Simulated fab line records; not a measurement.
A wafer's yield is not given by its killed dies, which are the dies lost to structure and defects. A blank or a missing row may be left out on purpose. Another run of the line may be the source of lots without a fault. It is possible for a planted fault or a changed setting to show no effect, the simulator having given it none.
fab line records	flow n5Finfet
record lots=7	wafers=21
route steps=1938 shown BEOL_M5@1161 BEOL_M6@1224 BEOL_M8@1344
startH: hours from the record's first day to the start of the lot's first wafer shown	waitH: time in hours since the lot's previous step	" unchanged from the row above	L1.1+2: several wafers, shown together as one row	- no value present, or no start provided	* or withheld: withheld	< > ~ a bound
route shown NAME@n: a module of which the file shows steps, and the number in the route of the first	usual: mean/standard deviation of fault-free wafers	same: alike in all rows	chamber/n: place in a boat	sites: readings site by site	_std_site: the values' standard deviation	_edge_site: inner sites' mean taken away from outer sites' mean	radiusMm: for every site, how far away it sits from the centre of the wafer	mask NAME#n: copy n	behind: tool/chamber where the wafer was last shaped	hold: why the lot went on hold/how many hours it stayed there/how the hold came to an end	device: transistor that didn't switch, given as n, p or np	end of line: tests of these same wafers at the route's end	a step with no rows: only its recipe	killed: the dies lost at the first sort to structure and to defects; this is not the yield of the wafer	map: the dies of a wafer, with x for killed, . for not killed, _ for no die there
set.NAME: the setting as run; set.NAME@STEP: as run at that earlier step	model.NAME: the simulator's own value behind a step, which no gauge read
lots where settings were altered on purpose, with a table for each step and a row for each wafer
## steps
# step N5_BEOL_M5_ETCH_41
# recipe chemistry=CH3F/O2	target=SiCN	targetDepthA=315	taperDeg=2	timeS=56.7	ionEnergyEv=120	maskMaterial=TiN	pressureMtorr=30	sourceW=395	biasW=75	Ar_flow_sccm=150	CH3F_flow_sccm=30	O2_flow_sccm=20
lot.wafer	tool	chamber	startH	waitH	set.sourceW
L077.3+4+5	rieDiel-02	3,0,0	-	-	395
L079.1+5	rieDiel-02	0	-	-	444.8
L079.3	"	2	"	"	395
L080.2+6	rieDiel-01	2,0	-	-	395
L080.5	"	3	"	"	413.8
L085.1+5+6	rieDiel-02	2,2,3	-	-	395
L088.2	rieDiel-02	3	-	-	395
L088.3+6	"	0	"	"	432.8
L092.1	rieDiel-03	0	-	-	395
L092.2+3	"	1,2	"	"	372.7
L095.1+3+6	rieDiel-03	0,2,1	-	-	395
# step N5_BEOL_M5_STRIP_91
# recipe chemistry=N2/H2	timeS=10	powerW=450	tempC=40	pressureMtorr=20	rfFrequencyHz=6e+07	biasPowerW=7	n2FlowSccm=200	h2FlowSccm=200
# step N5_BEOL_M5_OCD_MEAS_38
# usual trenchDepthNm=71.8/0.98
lot.wafer	tool	chamber	startH	waitH	set.timeS@BEOL_M5_TRENCH_ETCH_37	trenchDepthNm
L077.3	ocd-01	-	187.90	-	21.24	61.0
L077.4	"	-	"	"	24.7	71.9
L077.5	"	-	"	"	24.7	71.5
L079.1	ocd-01	-	197.05	-	27.19	78.5
L079.3	"	-	"	"	27.19	78.7
L079.5	"	-	"	"	24.7	71.7
L080.2	ocd-02	-	210.01	-	19.59	57.6
L080.5	"	-	"	"	19.59	57.1
L080.6	"	-	"	"	19.59	57.4
L085.1	ocd-02	-	242.56	-	24.7	70.9
L085.5	"	-	"	"	24.7	71.5
L085.6	"	-	"	"	24.7	70.0
L088.2	ocd-02	-	255.41	-	24.7	70.2
L088.3	"	-	"	"	24.7	71.5
L088.6	"	-	"	"	24.7	71.2
L092.1	ocd-01	-	288.05	-	24.7	71.1
L092.2	"	-	"	"	24.7	70.7
L092.3	"	-	"	"	24.7	71.9
L095.1	ocd-01	-	307.25	-	24.7	70.4
L095.3	"	-	"	"	24.7	71.4
L095.6	"	-	"	"	24.7	70.5
# step N5_BEOL_M5_HM_STRIP_39
# recipe chemistry=peroxideTinStrip	material=TiN	targetDepthA=250	tempC=50	timeS=158
# step N5_BEOL_M5_SRD_40
# recipe timeS=30	tempC=23	rinseLiquid=diw	dry=ipaMarangoni
# step N5_BEOL_M5_ECD_50
# recipe material=Cu	targetThkA=3000
# step N5_BEOL_M5_ANNEAL_51
# recipe tempC=225	timeS=90	ambient=N2
# step N5_BEOL_M5_CMP_52
# recipe stopOn=SiCOH_lowk	tOverpolishS=6.9	downForcePsi=1	platenRpm=50	clearingPlatenDownForcePsi=1.5	clearingPlatenRpm=50	postCmpClean=cuAlkaline	targetThkNm=62	clearingPlatenPadVelocityMS=0.99484	padVelocityMS=0.99484
lot.wafer	tool	chamber	startH	waitH	set.timeS@BEOL_M5_TRENCH_ETCH_37	model.Cu_of_BEOL_M5_ECD_50.thkNm
L077.4	cmp-01	3	194.54	0.1	24.7	63
L077.3	"	0	"	"	21.24	52.6
L077.5	"	3	"	"	24.7	63.4
L079.1	cmp-02	1	203.71	0.3	27.19	68.6
L079.3	"	0	"	"	27.19	67.8
L079.5	"	1	"	"	24.7	60.8
L080.2+5	cmp-04	3,2	216.30	0.3	19.59	47.4
L080.6	"	3	"	"	19.59	48.8
L085.1	cmp-01	3	249.63	0.3	24.7	62.4
L085.6	"	2	"	"	24.7	61.6
L085.5	"	3	"	"	24.7	62
L088.2	cmp-04	1	262.01	0.2	24.7	60.4
L088.3	"	3	"	"	24.7	59.8
L088.6	"	0	"	"	24.7	60.8
L092.3	cmp-02	1	295.03	1.0	24.7	62.6
L092.1	"	2	"	"	24.7	61.6
L092.2	"	3	"	"	24.7	62.2
L095.3	cmp-01	1	313.80	0.3	24.7	63
L095.1	"	2	"	"	24.7	61.8
L095.6	"	0	"	"	24.7	61.6
# step N5_BEOL_M5_THK_MEAS_53
# recipe thkMeasGauge=xrf	reads=Cu_of_BEOL_M5_ECD_50
# usual M5_THK=62.6/1.4
lot.wafer	tool	chamber	startH	waitH	set.timeS@BEOL_M5_TRENCH_ETCH_37	M5_THK[nm]
L077.3	filmMetro-02	-	194.84	-	21.24	52.8
L077.4	"	-	"	"	24.7	63.1
L077.5	"	-	"	"	24.7	63.8
L079.1	filmMetro-02	-	204.00	-	27.19	68.5
L079.3	"	-	"	"	27.19	67.9
L079.5	"	-	"	"	24.7	60.8
L080.2	filmMetro-02	-	216.56	-	19.59	48.7
L080.5	"	-	"	"	19.59	48.2
L080.6	"	-	"	"	19.59	49.9
L085.1	filmMetro-01	-	249.89	-	24.7	62.5
L085.5	"	-	"	"	24.7	62.4
L085.6	"	-	"	"	24.7	62.0
L088.2	filmMetro-02	-	262.27	-	24.7	60.7
L088.3	"	-	"	"	24.7	60.2
L088.6	"	-	"	"	24.7	61.2
L092.1	filmMetro-01	-	295.29	-	24.7	61.3
L092.2	"	-	"	"	24.7	62.0
L092.3	"	-	"	"	24.7	62.6
L095.1	filmMetro-02	-	314.06	-	24.7	62.1
L095.3	"	-	"	"	24.7	63.6
L095.6	"	-	"	"	24.7	62.0
# step N5_BEOL_M5_PRE_CLEAN_77
# recipe gas=NH3/H2	timeS=15	tempC=*	rfPowerW=300
# step N5_BEOL_M5_CO_CAP_78
# recipe material=Co	targetThkA=20	tempC=200	precursor=CCTBA/H2	pressureTorr=30	timeS=102.1
# step N5_BEOL_M5_PRE_CLEAN_55
# recipe gas=NH3	timeS=15	tempC=withheld	rfPowerW=300
# step N5_BEOL_M5_DEP_56
# recipe material=SiCN	targetThkA=80	tempC=withheld	precursor=3MS/NH3	pressureTorr=3	rfW=202	timeS=14
# step N5_BEOL_M5_RS_MEAS_57
# recipe thkMeasGauge=four-point-probe	reads=Co_of_BEOL_M5_CO_CAP_78+Cu_of_BEOL_M5_ECD_50+Co_of_BEOL_M5_CVD_47+TaN_of_BEOL_M5_ALD_86
# usual M5_RS=0.386/0.0097
lot.wafer	tool	chamber	startH	waitH	set.timeS@BEOL_M5_TRENCH_ETCH_37	M5_RS[ohm/sq]
L077.3	filmMetro-02	-	195.10	0.1	21.24	0.474
L077.4	"	-	"	"	24.7	0.381
L077.5	"	-	"	"	24.7	0.377
L079.1	filmMetro-02	-	204.26	0.0	27.19	0.343
L079.3	"	-	"	"	27.19	0.347
L079.5	"	-	"	"	24.7	0.396
L080.2	filmMetro-01	-	216.82	0.1	19.59	0.540
L080.5	"	-	"	"	19.59	0.539
L080.6	"	-	"	"	19.59	0.520
L085.1	filmMetro-02	-	250.15	0.0	24.7	0.385
L085.5	"	-	"	"	24.7	0.387
L085.6	"	-	"	"	24.7	0.389
L088.2	filmMetro-02	-	262.53	0.1	24.7	0.400
L088.3	"	-	"	"	24.7	0.405
L088.6	"	-	"	"	24.7	0.396
L092.1	filmMetro-02	-	295.60	0.0	24.7	0.391
L092.2	"	-	"	"	24.7	0.386
L092.3	"	-	"	"	24.7	0.382
L095.1	filmMetro-01	-	314.32	0.0	24.7	0.389
L095.3	"	-	"	"	24.7	0.380
L095.6	"	-	"	"	24.7	0.389
# step N5_BEOL_M6_EXPOSE_25
# recipe maskId=V5	na=0.33	sourceShape=annular	sigmaInner=0.4	sigmaOuter=0.8	polarization=unpolarized	targetCdNm=40	doseMj=45
lot.wafer	tool	chamber	startH	waitH	mask	set.doseMj
L077.3+4+5	euvScanner-02	0	202.92	-	V5#0	45
L079.1+3+5	euvScanner-02	0	208.15	-	V5#0	45
L080.2+5	euvScanner-01	0	220.65	-	V5#0	47.52
L080.6	"	0	"	"	V5#0	45
L085.1+5	euvScanner-01	0	253.84	-	V5#0	47.35
L085.6	"	0	"	"	V5#0	45
L088.2+3+6	euvScanner-02	0	267.20	-	V5#0	45
L092.1+2+3	euvScanner-01	0	299.97	-	V5#0	45
L095.1+3+6	euvScanner-02	0	319.64	-	V5#0	45
# step N5_BEOL_M6_PEB_26
# recipe pebTempC=100	pebTimeS=60	resist=CAR-EUV
# step N5_BEOL_M6_DEVELOP_27
# recipe developTimeS=30	developer=TMAH	resist=CAR-EUV	rinseLiquid=surfactantRinse	dry=airSpin	devTempC=23
# step N5_BEOL_M6_DESCUM_33
# recipe chemistry=O2	timeS=7	sourcePowerW=50	biasPowerW=20	pressureMtorr=20	rfFrequencyHz=2.712e+07	tempC=40	resist=CAR-EUV	o2FlowSccm=225
lot.wafer	tool	chamber	startH	waitH	set.doseMj@BEOL_M6_EXPOSE_25	model.BEOL_M6.cdNm
L077.3+5	rieDiel-05	0,3	203.42	0.3	45	39.8
L077.4	"	2	"	"	45	40
L079.1+3+5	rieDiel-05	2,0,2	208.40	0.0	45	40
L080.2	rieDiel-05	0	220.90	0.0	47.52	41
L080.5	"	2	"	"	47.52	41.2
L080.6	"	1	"	"	45	40
L085.1+5	rieDiel-04	3,2	254.09	0.0	47.35	41.2
L085.6	"	3	"	"	45	40.2
L088.2+3	rieDiel-06	2,3	267.66	0.2	45	40.2
L088.6	"	2	"	"	45	40
L092.1+2+3	rieDiel-05	2,0,3	300.74	0.6	45	40
L095.1	rieDiel-06	3	319.89	0.0	45	40
L095.3+6	"	0,1	"	"	45	40.2
# step N5_BEOL_M6_ETCH_72
# recipe chemistry=N2/H2	target=underlayer	targetDepthA=65	maskMaterial=CAR-EUV	timeS=5.2	ionEnergyEv=200	pressureMtorr=30	sourceW=840	biasW=150	n2FlowSccm=200	h2FlowSccm=200	ends=cleared
lot.wafer	tool	chamber	startH	waitH	set.doseMj@BEOL_M6_EXPOSE_25	model.BEOL_M6.cdNm
L077.3+5	rieDiel-05	0,3	203.45	0.0	45	39.8
L077.4	"	2	"	"	45	40
L079.1+3+5	rieDiel-05	2,0,2	208.44	0.0	45	40
L080.2+5	rieDiel-05	0,2	220.93	0.0	47.52	41.2
L080.6	"	1	"	"	45	40
L085.1	rieDiel-04	3	254.13	0.0	47.35	41.4
L085.5	"	2	"	"	47.35	41.2
L085.6	"	3	"	"	45	40
L088.2+3	rieDiel-06	2,3	267.70	0.0	45	40.2
L088.6	"	2	"	"	45	40
L092.1	rieDiel-05	2	300.78	0.0	45	40.2
L092.2+3	"	0,3	"	"	45	40
L095.1+6	rieDiel-06	3,1	319.93	0.0	45	40
L095.3	"	0	"	"	45	40.2
# step N5_BEOL_M6_ETCH_65
# recipe chemistry=CF4	target=SiARC	targetDepthA=156	maskMaterial=CAR-EUV	timeS=26	ionEnergyEv=80	pressureMtorr=40	sourceW=545	biasW=36	Ar_flow_sccm=100	cf4FlowSccm=100	ends=cleared
lot.wafer	tool	chamber	startH	waitH	set.doseMj@BEOL_M6_EXPOSE_25	model.BEOL_M6.cdNm
L077.3+5	rieDiel-05	0,3	203.47	0.0	45	39.8
L077.4	"	2	"	"	45	40
L079.1+3+5	rieDiel-05	2,0,2	208.45	0.0	45	40
L080.2+5	rieDiel-05	0,2	220.95	0.0	47.52	41.2
L080.6	"	1	"	"	45	40
L085.1+5	rieDiel-04	3,2	254.14	0.0	47.35	41.2
L085.6	"	3	"	"	45	40
L088.2+3	rieDiel-06	2,3	267.72	0.0	45	40.2
L088.6	"	2	"	"	45	40
L092.1+3	rieDiel-05	2,3	300.80	0.0	45	40
L092.2	"	0	"	"	45	39.8
L095.1+3	rieDiel-06	3,0	319.94	0.0	45	40.2
L095.6	"	1	"	"	45	40
# step N5_BEOL_M6_ETCH_66
# recipe chemistry=N2/H2	target=SOC	targetDepthA=800	overetchA=160	maskMaterial=SiARC	tempC=40	timeS=120	ionEnergyEv=200	pressureMtorr=30	sourceW=840	biasW=150	n2FlowSccm=200	h2FlowSccm=200
# usual rfVppV=524.8/2.6
lot.wafer	tool	chamber	startH	waitH	set.biasW	set.doseMj@BEOL_M6_EXPOSE_25	rfVppV	model.BEOL_M6.cdNm	model.SiARC_of_BEOL_M6_COAT_64.thkNm
L077.3	rieDiel-05	0	203.50	0.0	150	45	528.4	39.6	6.4
L077.4	"	2	"	"	150	45	525.0	40	6.4
L077.5	"	3	"	"	150	45	522.4	39.6	6.4
L079.1	rieDiel-05	2	208.48	0.0	150	45	523.8	40.2	6.4
L079.3	"	0	"	"	134.5	45	491.6	40	7.2
L079.5	"	2	"	"	134.5	45	490.6	40	7.2
L080.2	rieDiel-05	0	220.98	0.0	150	47.52	528.6	41	6.4
L080.5	"	2	"	"	150	47.52	524.8	41.2	6.4
L080.6	"	1	"	"	150	45	526.3	40	6.4
L085.1	rieDiel-04	3	254.17	0.0	150	47.35	526.0	41.4	6.2
L085.5	"	2	"	"	157.9	47.35	541.7	41.2	6
L085.6	"	3	"	"	150	45	525.8	40.4	6.4
L088.2	rieDiel-06	2	267.74	0.0	168.2	45	558.7	40.2	5.6
L088.3	"	3	"	"	150	45	529.5	40	6.2
L088.6	"	2	"	"	168.2	45	558.5	40.2	5.6
L092.1	rieDiel-05	2	300.82	0.0	150	45	525.3	40	6.6
L092.2	"	0	"	"	139.5	45	502.5	39.8	7
L092.3	"	3	"	"	150	45	520.1	40	6.4
L095.1	rieDiel-06	3	319.97	0.0	150	45	528.5	40.2	6.4
L095.3	"	0	"	"	150	45	523.5	40.2	6.6
L095.6	"	1	"	"	150	45	527.3	40.2	6.6
# step N5_BEOL_M6_TRENCH_ETCH_37
# recipe chemistry=C4F6/O2	targetDepthA=944.35	target=SiCOH_lowk	timeS=31.5	ionEnergyEv=250	pressureMtorr=30	sourceW=345	biasW=185	Ar_flow_sccm=300	C4F6_flow_sccm=10	O2_flow_sccm=10
# usual rfVppV=667/6.6
lot.wafer	tool	chamber	startH	waitH	set.biasW	rfVppV	model.BEOL_M6.featureDepthNm	model.etch.depthNm
L077.3	rieDiel-05	0	-	-	169.5	621	92.8	92.74
L077.4	"	2	"	"	185	664	96	95.99
L077.5	"	3	"	"	169.5	624	90.8	90.73
L079.1	rieDiel-05	2	-	-	185	664	95.6	95.65
L079.3	"	0	"	"	172.8	630	93.8	93.87
L079.5	"	2	"	"	172.8	628	94	94.07
L080.2	rieDiel-05	0	-	-	185	665	94.8	94.7
L080.5	"	2	"	"	185	664	96	96.02
L080.6	"	1	"	"	201.9	724	98.4	98.32
L085.1	rieDiel-04	3	-	-	185	670	97.6	97.51
L085.5	"	2	"	"	171.6	630	94	94.1
L085.6	"	3	"	"	171.6	633	95.2	95.15
L088.2	rieDiel-06	2	-	-	153.6	570	88.4	88.39
L088.3	"	3	"	"	153.6	581	91.2	91.28
L088.6	"	2	"	"	185	662	94	94.04
L092.1	rieDiel-05	2	-	-	185	664	93.8	93.85
L092.2	"	0	"	"	171.3	626	91.4	91.37
L092.3	"	3	"	"	185	669	94.4	94.35
L095.1	rieDiel-06	3	-	-	185	676	96.4	96.42
L095.3	"	0	"	"	185	656	93.8	93.89
L095.6	"	1	"	"	185	667	94.8	94.74
# step N5_BEOL_M6_ETCH_41
# recipe chemistry=CH3F/O2	target=SiCN	targetDepthA=297	taperDeg=2	timeS=52	ionEnergyEv=120	maskMaterial=TiN	pressureMtorr=30	sourceW=395	biasW=75	Ar_flow_sccm=150	CH3F_flow_sccm=30	O2_flow_sccm=20
lot.wafer	tool	chamber	startH	waitH	set.timeS	model.etch.depthNm
L077.3	rieDiel-05	0	-	-	41.85	15.99
L077.4	"	2	"	"	41.85	16.1
L077.5	"	3	"	"	52	19.32
L079.1	rieDiel-05	2	-	-	52	20.11
L079.3	"	0	"	"	62.97	23.93
L079.5	"	2	"	"	62.97	24.32
L080.2	rieDiel-05	0	-	-	52	19.63
L080.5	"	2	"	"	60.11	22.86
L080.6	"	1	"	"	60.11	22.54
L085.1	rieDiel-04	3	-	-	40.47	15.64
L085.5	"	2	"	"	40.47	15.59
L085.6	"	3	"	"	52	20.1
L088.2	rieDiel-06	2	-	-	52	19.82
L088.3	"	3	"	"	52	20.31
L088.6	"	2	"	"	52	19.81
L092.1	rieDiel-05	2	-	-	52	19.89
L092.2	"	0	"	"	52	19.66
L092.3	"	3	"	"	52	19.78
L095.1	rieDiel-06	3	-	-	52	19.95
L095.3	"	0	"	"	52	19.18
L095.6	"	1	"	"	52	19.47
# step N5_BEOL_M8_DEVELOP_10
# recipe developTimeS=30	developer=TMAH	resist=CAR-ArF	rinseLiquid=diw	dry=airSpin	devTempC=23
lot.wafer	tool	chamber	startH	waitH	set.developTimeS
L077.3	lithoTrack-05	0	-	-	30
L077.4+5	"	0	"	"	24.67
L079.1+3+5	lithoTrack-05	0	-	-	30
L080.2+5+6	lithoTrack-02	0	-	-	30
L085.1	lithoTrack-02	0	-	-	30
L085.5+6	"	0	"	"	25.23
L088.2+3+6	lithoTrack-05	0	-	-	30
L092.1+2+3	lithoTrack-03	0	-	-	30
L095.1+3+6	lithoTrack-03	0	-	-	30
# step N5_BEOL_M8_ETCH_61
# recipe chemistry=CF4	target=SiARC	targetDepthA=455	maskMaterial=CAR-ArF	timeS=75.8	ionEnergyEv=80	pressureMtorr=40	sourceW=545	biasW=36	Ar_flow_sccm=100	cf4FlowSccm=100	ends=cleared
# usual etchRfOnTimeS=75.6/0.84	rfVppV=184.5/1.2
lot.wafer	tool	chamber	startH	waitH	set.biasW	set.developTimeS@BEOL_M8_DEVELOP_10	etchRfOnTimeS	rfVppV	model.BEOL_M8.cdOffsetNm
L077.3	rieDiel-06	1	218.41	0.0	36	30	75.7	185.6	0
L077.4	"	0	"	"	36	24.67	75.9	184.0	-1.2
L077.5	"	0	"	"	39.56	24.67	73.2	196.3	-1.4
L079.1	rieDiel-05	2	221.84	0.0	36	30	75.8	183.6	-0.8
L079.3	"	1	"	"	36	30	75.4	185.9	-0.8
L079.5	"	0	"	"	36	30	75.3	186.5	-1
L080.2	rieDiel-04	3	235.85	0.0	30.28	30	78.2	165.2	-0.2
L080.5	"	0	"	"	36	30	75.7	185.2	-0.4
L080.6	"	3	"	"	36	30	73.6	184.5	-0.6
L085.1	rieDiel-06	3	268.77	0.0	30.05	30	78.8	166.0	0
L085.5	"	2	"	"	36	25.23	75.9	182.0	-1.2
L085.6	"	0	"	"	30.05	25.23	80.2	164.7	-1
L088.2	rieDiel-05	0	283.68	0.0	36	30	76.1	185.1	0.2
L088.3	"	2	"	"	32.88	30	78.8	173.4	0.4
L088.6	"	1	"	"	36	30	76.4	184.8	0.4
L092.1	rieDiel-04	1	318.06	0.0	36	30	74.7	184.1	-0.2
L092.2	"	3	"	"	36	30	73.9	183.1	-0.6
L092.3	"	0	"	"	36	30	76.1	184.5	-0.4
L095.1	rieDiel-05	2	337.24	0.0	36	30	77.2	182.2	-0.2
L095.3	"	1	"	"	36	30	77.0	184.4	-0.2
L095.6	"	0	"	"	36	30	76.9	184.6	0.2
# step N5_BEOL_M8_ETCH_62
# recipe chemistry=N2/H2	target=SOC	targetDepthA=1100	overetchA=220	maskMaterial=SiARC	tempC=40	timeS=165	ionEnergyEv=200	pressureMtorr=30	sourceW=840	biasW=150	n2FlowSccm=200	h2FlowSccm=200
lot.wafer	tool	chamber	startH	waitH	set.developTimeS@BEOL_M8_DEVELOP_10	model.BEOL_M8.cdOffsetNm
L077.3	rieDiel-06	1	218.46	0.0	30	0
L077.4	"	0	"	"	24.67	-1.4
L077.5	"	0	"	"	24.67	-1.6
L079.1	rieDiel-05	2	221.90	0.0	30	-0.6
L079.3	"	1	"	"	30	-0.8
L079.5	"	0	"	"	30	-1
L080.2+5	rieDiel-04	3,0	235.91	0.0	30	-0.4
L080.6	"	3	"	"	30	-0.6
L085.1	rieDiel-06	3	268.83	0.0	30	0.2
L085.5	"	2	"	"	25.23	-1.4
L085.6	"	0	"	"	25.23	-1.2
L088.2	rieDiel-05	0	283.74	0.0	30	0
L088.3	"	2	"	"	30	0.2
L088.6	"	1	"	"	30	0.4
L092.1	rieDiel-04	1	318.11	0.0	30	-0.2
L092.2	"	3	"	"	30	-0.6
L092.3	"	0	"	"	30	-0.4
L095.1	rieDiel-05	2	337.29	0.0	30	-0.2
L095.3	"	1	"	"	30	-0.4
L095.6	"	0	"	"	30	0
# step N5_BEOL_M8_STRIP_68
# recipe chemistry=N2/H2	tempC=40	n2FlowSccm=200	h2FlowSccm=200	rfFrequencyHz=6e+07
# step N5_BEOL_M8_STRIP_67
# recipe chemistry=CF4	resist=SiARC	powerW=300	biasPowerW=75	pressureMtorr=50	cf4FlowSccm=150	rfFrequencyHz=6e+07
# step N5_BEOL_M8_HM_OPEN_17
# recipe chemistry=Cl2/BCl3	targetDepthA=200	overetchA=60	target=TiN	maskMaterial=SOC	ionEnergyEv=150	pressureMtorr=10	icpW=1000	biasW=126	Cl2_flow_sccm=53.25	bcl3FlowSccm=21.75	Ar_flow_sccm=25
lot.wafer	tool	chamber	startH	waitH	set.developTimeS@BEOL_M8_DEVELOP_10	model.BEOL_M8.cdOffsetNm
L077.3	rieMetal-01	1	218.68	0.1	30	0
L077.4	"	0	"	"	24.67	-1.4
L077.5	"	0	"	"	24.67	-1.6
L079.1	rieMetal-03	0	222.08	0.0	30	-0.6
L079.3	"	1	"	"	30	-0.8
L079.5	"	1	"	"	30	-1
L080.2+5	rieMetal-01	1,0	236.09	0.0	30	-0.4
L080.6	"	1	"	"	30	-0.8
L085.1	rieMetal-03	1	269.02	0.0	30	0
L085.5	"	1	"	"	25.23	-1.4
L085.6	"	1	"	"	25.23	-1.2
L088.2	rieMetal-01	0	283.92	0.0	30	0
L088.3+6	"	0,1	"	"	30	0.4
L092.1+3	rieMetal-02	0,1	318.30	0.0	30	-0.4
L092.2	"	1	"	"	30	-0.6
L095.1	rieMetal-01	1	337.48	0.0	30	0
L095.3	"	1	"	"	30	-0.2
L095.6	"	0	"	"	30	0.2
## key
split step=N5_BEOL_M5_ETCH_41	setting=sourceW	stated=395	by=wafer
response none clear
split step=N5_BEOL_M6_EXPOSE_25	setting=doseMj	stated=45	by=wafer
response step=N5_BEOL_M6_DESCUM_33	reading=model.BEOL_M6.cdNm	change=+0.194	per=1%	r=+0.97
response step=N5_BEOL_M6_ETCH_72	reading=model.BEOL_M6.cdNm	change=+0.23	per=1%	r=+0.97
response step=N5_BEOL_M6_ETCH_65	reading=model.BEOL_M6.cdNm	change=+0.221	per=1%	r=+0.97
response step=N5_BEOL_M6_ETCH_66	reading=model.BEOL_M6.cdNm	change=+0.185	per=1%	r=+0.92
split step=N5_BEOL_M6_ETCH_66	setting=biasW	stated=150	by=wafer
response step=N5_BEOL_M6_ETCH_66	reading=rfVppV	change=+2.77	per=1%	r=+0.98
response step=N5_BEOL_M6_ETCH_66	reading=model.SiARC_of_BEOL_M6_COAT_64.thkNm	change=-0.0624	per=1%	r=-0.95
split step=N5_BEOL_M6_TRENCH_ETCH_37	setting=biasW	stated=185	by=wafer
response step=N5_BEOL_M6_TRENCH_ETCH_37	reading=rfVppV	change=+5.36	per=1%	r=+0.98
response step=N5_BEOL_M6_TRENCH_ETCH_37	reading=model.BEOL_M6.featureDepthNm	change=+0.315	per=1%	r=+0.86
response step=N5_BEOL_M6_TRENCH_ETCH_37	reading=model.etch.depthNm	change=+0.315	per=1%	r=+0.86
split step=N5_BEOL_M6_ETCH_41	setting=timeS	stated=52	by=wafer
response step=N5_BEOL_M6_ETCH_41	reading=model.etch.depthNm	change=+0.19	per=1%	r=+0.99
split step=N5_BEOL_M8_DEVELOP_10	setting=developTimeS	stated=30	by=wafer
response step=N5_BEOL_M8_ETCH_61	reading=model.BEOL_M8.cdOffsetNm	change=+0.0714	per=1%	r=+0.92
response step=N5_BEOL_M8_ETCH_62	reading=model.BEOL_M8.cdOffsetNm	change=+0.0888	per=1%	r=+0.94
response step=N5_BEOL_M8_HM_OPEN_17	reading=model.BEOL_M8.cdOffsetNm	change=+0.0832	per=1%	r=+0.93
split step=N5_BEOL_M8_ETCH_61	setting=biasW	stated=36	by=wafer
response step=N5_BEOL_M8_ETCH_61	reading=etchRfOnTimeS	change=*	per=1%	r=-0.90
response step=N5_BEOL_M8_ETCH_61	reading=rfVppV	change=+1.15	per=1%	r=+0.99
split outsideThisFile step=N5_BEOL_M5_TRENCH_ETCH_37 setting=timeS
# split outsideThisFile: this setting was split too, and the file shows its column; the key of that split is in another file
